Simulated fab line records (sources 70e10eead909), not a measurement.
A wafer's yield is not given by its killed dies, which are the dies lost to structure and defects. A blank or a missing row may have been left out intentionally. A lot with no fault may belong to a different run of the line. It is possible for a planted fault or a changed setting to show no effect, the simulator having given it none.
A struck lot beside a sound one    flow nand-harc    24 out of 1302 route steps
Sound: wafers L427.3, L427.4, L427.5. The struck wafers were L439.2, L439.5, L439.6. The cause is given at the end.
Per side, at each step with rows, come the tool, then ch with its chambers, and then its first start. Under that, the readings that differ: sound wafers    struck wafers    difference of the means    sigmas: that difference in standard deviations of wafers without a fault.
alike: readings with means less than 2 such deviations apart, plus words and numbers identical on both sides. not compared: withheld readings, readings lacking a value on some wafer, bounds such as >300 that could conceal the same value, and numbers that have no deviation in the record and whose values overlap.
A row with sigmas, a row that says differs or no value, or rows on one side alone: a step with any of these is where the two part. Non-overlapping numbers with no deviation appear without sigmas and do not part them. A reading that every wafer of one side lacks parts them only if that side has two wafers or more.

NHARC_A_M0_INSPECT_27:
  sound: defect-inspect-02 at day 27 01:45; struck: defect-inspect-01 at day 32 09:04
  alike: raw-defect-count
NHARC_A_M0_PRE_CLEAN_31: time 12 s.
  sound on pecvd-04 ch 1,2, day 27 01:50; struck on pecvd-04 ch 0,2, day 32 09:09
  alike: heater-power-w, rf-fwd-power-W
NHARC_A_M0_DEP_32: deposits SiCN, target thk 30 nm.
  sound on pecvd-04 ch 1,2, day 27 01:56; struck on pecvd-04 ch 0,2, day 32 09:16
  alike: chamber-pressure-Torr, heater-power-w, rf-fwd-power-W
then, 8 steps without rows for these wafers: NHARC_A_M1_DEP_00 (deposits SiOC, target thk 182.5 nm); NHARC_A_M1_DEHYDRATE_01 (time 120 s); NHARC_A_M1_HMDS_02 (time 30 s); NHARC_A_M1_COAT_34 (time 65 s); NHARC_A_M1_COAT_03 (resist thk 90 nm); NHARC_A_M1_SOFTBAKE_04 (time 55 s); NHARC_A_M1_EBR_05; NHARC_A_M1_EXPOSE_06 (exposes mask A M1, target cd 120 nm).
NHARC_A_M1_PEB_07: peb time 65 s.
  sound on litho-track-04 ch 0, day 27 03:04; struck on litho-track-01 ch 0, day 32 10:22
reading                   sound               struck                difference  sigmas
heater-power-total-W (W)  156.3 157.2 157.1   171.7 171.6 172.4     +15.0       +36
plate-temp-C (C)          99.95 100.01 99.95  107.18 107.15 106.96  +7.13       +59
then, 1 step without rows for these wafers: NHARC_A_M1_DEVELOP_08 (develop time 35 s).
NHARC_A_M1_CD_MEAS_09: the cd target is 120 nm.
  sound on cd-sem-02 ch 0, day 27 03:09; struck on cd-sem-02 ch 0, day 32 10:26
reading     sound              struck             difference  sigmas
cd-nm (nm)  118.7 118.7 119.4  141.3 141.0 141.9  +22.5       +28
NHARC_A_M1_OVL_MEAS_10: pitch 240 nm.
  sound: overlay-01 at day 27 03:14; struck: overlay-02 at day 32 10:32
reading            sound        struck          difference  sigmas
overlay-x-nm (nm)  1.0 1.6 1.6  -0.7 -0.2 -0.7  -1.9        -2
  alike: overlay-y-nm
NHARC_A_M1_INSPECT_11:
  sound: defect-inspect-02 at day 27 03:16; struck: defect-inspect-01 at day 32 10:34
reading           sound     struck       difference  sigmas
raw-defect-count  27 29 23  122 125 124  +97         +2
NHARC_A_M1_DESCUM_14: chemistry O2, time 3 s.
  sound on rie-diel-07 ch 0,2,3, day 27 03:20; struck on rie-diel-07 ch 0,1,3, day 32 10:38
reading                sound            struck             difference  sigmas
model.A_M1.cd-nm (nm)  118.5 118.5 119  140.6 141.9 142.2  +22.9       
  alike: drypump-motor-current-A, o2-flow-sccm, oes-product-au, rf-vpp-V, showerhead-plenum-p-Torr, throttle-valve-pct
  not compared: rf-hours-counter-h
NHARC_A_M1_ETCH_35: etches the open film in N2/H2, target depth 40 nm, overetch 12 nm, time 43.94 s.
  sound on rie-diel-07 ch 0,1,2, day 27 03:26; struck on rie-diel-07 ch 0,1, day 32 11:13
  alike: drypump-motor-current-A, oes-product-au, rf-fwd-power-W, rf-vpp-V, showerhead-plenum-p-Torr, throttle-valve-pct
  not compared: rf-hours-counter-h
NHARC_A_M1_ETCH_15: etches the open film in C4F8/Ar, target depth 182.5 nm, time 91.2 s.
  sound: rie-diel-07 ch 0,2,3; struck: rie-diel-07 ch 1,2,3
  alike: oes-product-au, rf-fwd-power-W, rf-vpp-V
  not compared: rf-hours-counter-h
NHARC_A_M1_CD_MEAS_16:
  sound: cd-sem-03 at day 27 03:38; struck: cd-sem-02 at day 32 11:25
reading     sound              struck             difference  sigmas
cd-nm (nm)  118.7 118.6 118.9  141.3 141.6 142.3  +23.0       +26
NHARC_A_M1_STRIP_18: strips in N2/H2.
  sound on rie-diel-02 ch 0,1, day 27 03:43; struck on rie-diel-07 ch 1,2, day 32 11:31
  alike: drypump-motor-current-A, oes-product-au, rf-fwd-power-W, rf-vpp-V, showerhead-plenum-p-Torr, throttle-valve-pct
  not compared: rf-hours-counter-h
NHARC_A_M1_ETCH_28: etches the open film in CF4/N2, target depth 30 nm, time 72.99 s.
  sound: rie-diel-02 ch 0,1,3; struck: rie-diel-07 ch 0,1,2
reading                sound              struck             difference  sigmas
oes-product-au (a.u.)  1.016 0.995 1.006  0.989 0.971 0.992  -0.022      -2
model.A_M1.cd-nm (nm)  118.8 118.7 119.1  140.6 140.6 142.5  +22.4       
  alike: cf4-flow-sccm, drypump-motor-current-A, rf-fwd-power-W, rf-vpp-V, showerhead-plenum-p-Torr, throttle-valve-pct
  not compared: rf-hours-counter-h
then, 2 steps without rows for these wafers: NHARC_A_M1_STRIP_19 (strips in post etch residue remover, time 600 s); NHARC_END_SORT_01.

WHERE THEY PART
At NHARC_A_M1_PEB_07 first; at NHARC_A_M1_ETCH_28 last (within this record only).

WHY: what the simulator had put in
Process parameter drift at NHARC_A_M1_PEB_07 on litho-track-01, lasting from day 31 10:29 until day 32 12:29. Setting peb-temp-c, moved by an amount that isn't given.
